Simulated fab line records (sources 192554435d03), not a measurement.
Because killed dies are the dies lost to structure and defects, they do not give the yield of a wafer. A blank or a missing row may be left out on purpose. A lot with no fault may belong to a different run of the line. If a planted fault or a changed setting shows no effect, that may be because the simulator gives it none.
A lot that was struck, set against a sound lot | flow n5-finfet | 20 out of 1938 route steps
Sound: these wafers, L170.1, L170.2, L170.4. Wafers struck: L179.1, L179.3, L179.5. The cause is named last.
At each step with rows: each side's tool, then ch and its chambers, then its first start. Under that, the readings that differ: sound wafers | struck wafers | difference of the means | sigmas: that difference in standard deviations of wafers without a fault.
alike: words and numbers the same on both sides, and readings whose means are apart by under 2 such deviations; not compared: readings that were withheld, readings missing a value for some wafer, numbers with overlapping values and no deviation given by the record, and bounds like >300 which may hide the same value.
The two part at a step that has a row with sigmas, a row that says differs or no value, or rows on one side only. Numbers that have no deviation but don't overlap get no sigmas and don't part them. A reading that every wafer of one side lacks parts them only if that side has two wafers or more.

N5_BEOL_M12_ETCH_59: etches BARC in N2/H2, target depth 89 nm, overetch 26.7 nm, time 67.9 s.
  sound on rie-diel-04 ch 0,1,3, day 14 05:16; struck on rie-diel-06 ch 2,3, day 17 01:17
  reading                     | sound       | struck      | difference | sigmas
  drypump-motor-current-A (A) | 6.1 6.2 5.5 | 5.6 4.9 5.0 | -0.8       | -2
  alike: oes-product-au, rf-vpp-V, showerhead-plenum-p-Torr, throttle-valve-pct
  not compared: rf-hours-counter-h
N5_BEOL_M12_VIA_ETCH_16: etches SiOC in C4F8/O2/Ar, target depth 724.8 nm.
  sound on rie-diel-04 ch 0,1,3, day 14 05:19; struck on rie-diel-06 ch 2,3, day 17 01:20
  reading                     | sound       | struck      | difference | sigmas
  drypump-motor-current-A (A) | 6.1 6.2 5.5 | 5.6 5.0 4.9 | -0.8       | -2
  alike: O2_flow_sccm, oes-product-au, rf-vpp-V, showerhead-plenum-p-Torr, throttle-valve-pct
N5_BEOL_M12_STRIP_63: strips in N2/H2.
  sound on plasma-asher-01 ch 0,1, day 14 05:31; struck on plasma-asher-02 ch 0,1, day 17 01:34
  alike: drypump-motor-current-A, heater-power-w, oes-product-au, strip-time-to-endpoint-s
  not compared: rf-hours-counter-h
N5_BEOL_M12_STRIP_64: strips in N2/H2.
  sound on plasma-asher-01 ch 0,1, day 14 05:34; struck on plasma-asher-02 ch 0,1, day 17 01:38
  alike: drypump-motor-current-A, heater-power-w, oes-product-au, strip-time-to-endpoint-s
  not compared: rf-hours-counter-h
then, 2 steps without rows for these wafers: N5_BEOL_M12_STRIP_71 (strips in post etch residue remover, time 60 s); N5_BEOL_M12_SRD_72 (time 30 s, dry time 30 s).
N5_BEOL_M12_CD_MEAS_17 targets a cd of 140 nm.
  sound: cd-sem-01 at day 14 05:43; struck: cd-sem-01 at day 17 01:47
  alike: cd-nm
then, 5 steps without rows for these wafers: N5_BEOL_M12_COAT_65 (time 60 s, resist thk 300 nm); N5_BEOL_M12_COAT_66 (time 60 s, resist thk 110 nm); N5_BEOL_M12_COAT_22 (resist thk 300 nm); N5_BEOL_M12_EBR_24; N5_BEOL_M12_SOFTBAKE_23 (time 60 s).
N5_BEOL_M12_EXPOSE_25: exposes mask M12.
  sound on krf-scanner-02 ch 0, day 14 05:52; struck on krf-scanner-02 ch 0, day 17 01:56
  reading                          | sound          | struck         | difference | sigmas
  model.BEOL_M12.overlay-x-nm (nm) | -3.6 -3.6 -3.6 | 22.4 22.4 22.4 | +26.0      |
  alike: mask, exposure-dose-mJ-cm2, focus-offset-nm
then, 3 steps without rows for these wafers: N5_BEOL_M12_PEB_26 (peb time 90 s); N5_BEOL_M12_DEVELOP_27 (develop time 45 s); N5_BEOL_M12_HARDBAKE_32 (time 120 s).
N5_BEOL_M12_CD_MEAS_28 targets a cd of 160.2 nm.
  sound on cd-sem-03 ch 0, day 14 06:03; struck on cd-sem-02 ch 0, day 17 02:07
  alike: cd-nm
N5_BEOL_M12_OVL_MEAS_29:
  sound on overlay-01 ch 0, day 14 06:05; struck on overlay-02 ch 0, day 17 02:08
  reading      | sound  | struck   | difference | sigmas
  M12_OVL (nm) | -6 6 1 | 23 23 24 | +23        | +5
N5_BEOL_M12_INSPECT_30: inspects for defects (macro).
  sound: defect-inspect-01 at day 14 06:13; struck: defect-inspect-02 at day 17 02:10
  alike: raw-defect-count
following that, these wafers have no rows for 1 step: N5_PASSIVATION_PROBE_49.

== WHERE THEY PART ==
Earliest at N5_BEOL_M12_ETCH_59; latest, in this record, at N5_BEOL_M12_OVL_MEAS_29. Later steps at which nothing parts them and some readings are alike: N5_BEOL_M12_INSPECT_30.

WHY: what the simulator had put in
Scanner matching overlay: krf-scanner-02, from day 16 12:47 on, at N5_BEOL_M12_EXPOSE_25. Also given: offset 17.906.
